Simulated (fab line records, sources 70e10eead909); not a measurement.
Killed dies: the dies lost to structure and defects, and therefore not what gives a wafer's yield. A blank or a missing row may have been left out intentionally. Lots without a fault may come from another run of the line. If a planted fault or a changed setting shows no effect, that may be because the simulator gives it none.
A struck lot beside a sound one / flow nand_harc / 15 out of 1159 route steps
Sound: these wafers, L417.2, L417.4, L417.6. Struck: wafer L419.3 (left out: L419.1, L419.6 of the same lot, which were not struck); the cause appears at the end.
For every step that has rows: the tool of each side, followed by ch and its chambers, followed by its first start. Under that, the readings that differ: sound wafers / struck wafers / difference of the means / sigmas: that difference in standard deviations of wafers without a fault.
alike: a reading whose means differ by less than 2 such deviations, as well as words and numbers matching on both sides. not compared: withheld readings; readings where some wafer has no value; bounds like >300 that might hide an equal value; numbers whose values overlap and for which the record gives no deviation.
Wherever a step has rows on one side only, a row that says differs or no value, or a row with sigmas, the two part there. Numbers that don't overlap but have no deviation are shown without sigmas and don't part them. A reading that every wafer of one side lacks parts them only if that side has two wafers or more.

NHARC_A_BLC_INSPECT_12:
  sound on defect_inspect-02 at day 20 20:20; struck on defect_inspect-02 at day 21 13:26
  alike: raw_defect_count
then, 1 step without rows for these wafers: NHARC_A_BLC_DESCUM_15 (chemistry O2, time 3 s).
NHARC_A_BLC_ETCH_16: etches the open film in CF4, target depth 39 nm, time 65 s.
  sound on rie_diel-06 ch 0,1,2, day 20 20:29; struck on rie_diel-06 ch 0, day 21 13:35
  alike: cf4_flow_sccm, drypump_motor_current_A, mfc_ar_sccm, oes_product_au, rf_vpp_V, showerhead_plenum_p_Torr, throttle_valve_pct
  not compared: rf_hours_counter_h
NHARC_A_BLC_ETCH_17: etches the open film in N2/H2, target depth 390 nm, time 609.38 s.
  sound: rie_diel-06 ch 1,2,3; struck: rie_diel-06 ch 2
reading=throttle_valve_pct (%); sound=14.171 14.161 14.164; struck=14.192; difference=+0.027; sigmas=+3
  alike: drypump_motor_current_A, mfc_ar_sccm, oes_product_au, rf_vpp_V, showerhead_plenum_p_Torr
  not compared: rf_hours_counter_h
then, 1 step without rows for these wafers: NHARC_A_BLC_ETCH_18 (etches the open film in C4F8/O2/Ar, target depth 910 nm).
NHARC_A_BLC_CD_MEAS_19:
  sound on cd_sem-03 at day 20 21:22; struck on cd_sem-03 at day 21 14:27
  alike: cd_nm
NHARC_A_BLC_STRIP_29: strips in CF4.
  sound on rie_diel-05 ch 0,2, day 20 21:26; struck on rie_diel-09 ch 1, day 21 14:32
reading=drypump_motor_current_A (A); sound=6.0 5.3 5.3; struck=6.5; difference=+1.0; sigmas=+2
  alike: cf4_flow_sccm, mfc_ar_sccm, oes_product_au, rf_vpp_V, showerhead_plenum_p_Torr, throttle_valve_pct
  not compared: rf_hours_counter_h
then, 2 steps without rows for these wafers: NHARC_A_BLC_STRIP_21 (strips in O2); NHARC_A_BLC_STRIP_22 (strips in post etch residue remover, time 600 s).
NHARC_A_BLC_DEGAS_30: time 60 s.
  sound on pvd_sputter-03 at day 20 22:01; struck on pvd_sputter-02 at day 21 15:05
reading=heater_power_w (W); sound=422 508 499; struck=379; difference=-97; sigmas=-3
then, 1 step without rows for these wafers: NHARC_A_BLC_PRE_CLEAN_31 (time 15 s).
NHARC_A_BLC_PVD_32: deposits Ti, target thk 5 nm, time 17.7 s.
  sound on pvd_sputter-03; struck on pvd_sputter-02
  alike: throttle_valve_pct
NHARC_A_BLC_ALD_23: deposits TiN, target thk 3 nm, pulse time 1 s, ald cycles 150.
  sound on ald_metal-02 ch 1,2,3, day 20 22:17; struck on ald_metal-04 ch 0, day 21 15:22
reading=ald_cycles; sound=150 150 150; struck=139; difference=-11; sigmas=
  alike: heater_power_w, precursor_pulse_height_rel
  not compared: since_wet_clean_h
then, 2 steps without rows for these wafers: NHARC_A_BLC_CVD_24 (deposits W, target thk 150 nm, time 434 s); NHARC_END_SORT_01.

WHERE THEY PART
Earliest at NHARC_A_BLC_ETCH_17; latest, in this record, at NHARC_A_BLC_DEGAS_30. Later steps at which nothing parts them and some readings are alike: NHARC_A_BLC_PVD_32, NHARC_A_BLC_ALD_23.

WHY: whatever the simulator had introduced
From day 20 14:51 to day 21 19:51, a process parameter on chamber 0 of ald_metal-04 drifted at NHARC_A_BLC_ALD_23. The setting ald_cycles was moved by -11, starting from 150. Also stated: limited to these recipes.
